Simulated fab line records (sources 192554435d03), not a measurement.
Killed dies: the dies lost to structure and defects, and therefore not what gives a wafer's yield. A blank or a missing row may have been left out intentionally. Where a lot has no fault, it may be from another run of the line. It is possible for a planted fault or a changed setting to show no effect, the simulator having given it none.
Split-lot experiment ; flow n5 finfet ; 7 lots, 39 wafers read, on a route of 1938 steps

== THE SPLIT ITSELF ==
At N5_DUMMY_GATE_ETCH_32 (etches SiO2 in CF4, target depth 3.5 nm, time 3.9 s), the setting time s was moved away from the recipe's 3.9 s on 15 of the 39 wafers read, by -21.8% to +21.6%. The other wafers ran this setting at the recipe's value.

Reading taken at the split's own step.

== THE READING ==
etch.depth nm (the simulator's own value, which no gauge read), in nm, at N5_DUMMY_GATE_ETCH_32 (etches SiO2 in CF4, target depth 3.5 nm, time 3.9 s). The file gives no usual value for it. Here, 24 wafers ran the recipe; their average is 3.482 nm with a standard deviation of 0.089 nm.

wafer;tool, chamber at the split;time s as run, s;against the recipe;etch.depth nm, nm;against lot-mates on the recipe
L074.1;rie si-03, 0;3.9;recipe;3.586;-
L074.2;rie si-03, 3;3.05;-21.8%;2.713;-0.862
L074.3;rie si-03, 1;3.05;-21.8%;2.662;-0.913
L074.4;rie si-03, 2;3.05;-21.8%;2.805;-0.770
L074.5;rie si-03, 2;3.9;recipe;3.611;-
L074.6;rie si-03, 3;3.9;recipe;3.528;-
L076.1;rie si-05, 3;3.9;recipe;3.548;-
L076.2;rie si-05, 2;3.9;recipe;3.493;-
L076.3;rie si-05, 1;3.9;recipe;3.361;-
L076.4;rie si-05, 3;3.9;recipe;3.568;-
L076.5;rie si-05, 1;3.9;recipe;3.371;-
L076.6;rie si-05, 2;3.9;recipe;3.492;-
L081.1;rie si-03, 0;4.577;+17.4%;4.223;+0.775
L081.2;rie si-03, 3;4.577;+17.4%;4.087;+0.639
L081.3;rie si-03, 2;4.577;+17.4%;4.248;+0.800
L081.4;rie si-03, 1;3.9;recipe;3.361;-
L081.5;rie si-03, 2;3.9;recipe;3.623;-
L081.6;rie si-03, 1;3.9;recipe;3.359;-
L082.1;rie si-05, 3;3.9;recipe;3.562;-
L082.2;rie si-05, 2;3.544;-9.1%;3.129;-0.301
L082.3;rie si-05, 1;3.544;-9.1%;3.04;-0.390
L082.4;rie si-05, 0;3.9;recipe;3.371;-
L082.5;rie si-05, 1;3.544;-9.1%;3.061;-0.369
L082.6;rie si-05, 0;3.9;recipe;3.356;-
L086.1;rie si-02, 1;3.9;recipe;3.6;-
L086.2;rie si-02, 3;3.9;recipe;3.525;-
L086.3;rie si-02, 2;3.41;-12.6%;3.066;-0.456
L086.4;rie si-02, 0;3.9;recipe;3.44;-
L086.5;rie si-02, 3;3.41;-12.6%;3.08;-0.442
L086.6;rie si-02, 2;3.41;-12.6%;3.029;-0.493
L090.2;rie si-02, 0;3.9;recipe;3.452;-
L090.3;rie si-02, 2;3.9;recipe;3.52;-
L090.5;rie si-02, 2;3.9;recipe;3.496;-
L097.1;rie si-05, 3;4.741;+21.6%;4.345;+0.893
L097.2;rie si-05, 1;4.741;+21.6%;4.142;+0.690
L097.3;rie si-05, 2;3.9;recipe;3.545;-
L097.4;rie si-05, 0;3.9;recipe;3.414;-
L097.5;rie si-05, 1;3.9;recipe;3.397;-
L097.6;rie si-05, 2;4.741;+21.6%;4.298;+0.846

FIT RESULTS
A straight line over all 39 wafers: etch.depth nm changes by +0.0368 nm for each +1% of time s; r = +0.98; the points scatter about the line by 0.087 nm.
The same after taking each lot's own level away (the mean of its wafers on the recipe; 39 wafers): +0.039 nm for each +1%; r = +0.98; scatter 0.076 nm.
Per that fit: largest time s move, reading shift of 0.85 nm.
The span of the lots' own levels, 3.4297 to 3.5750 nm, comes to 1.6 times the standard deviation stated above.
Hence the lot-to-lot level has little effect on the slope; both slopes agree.
Check: with one of the wafers moved furthest among these (-21.8%) left out of the fit, the line predicts -0.843 nm for it against its lot-mates. Against them it came out at -0.862 nm.

== OTHER SPLITS ON THESE WAFERS ==
These wafers also went through other splits before the reading. Each is held against what the fit with the lots' levels taken away leaves over:
other split on the same wafers;wafers away from the commonest value;r with etch.depth nm (lot level and that fit taken away)
N5_DUMMY_GATE_EXPOSE_12 dose mj;9;+0.19

== FILE'S OWN FIT ==
etch.depth nm changes by +0.039 nm for each +1% of time s, r = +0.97.
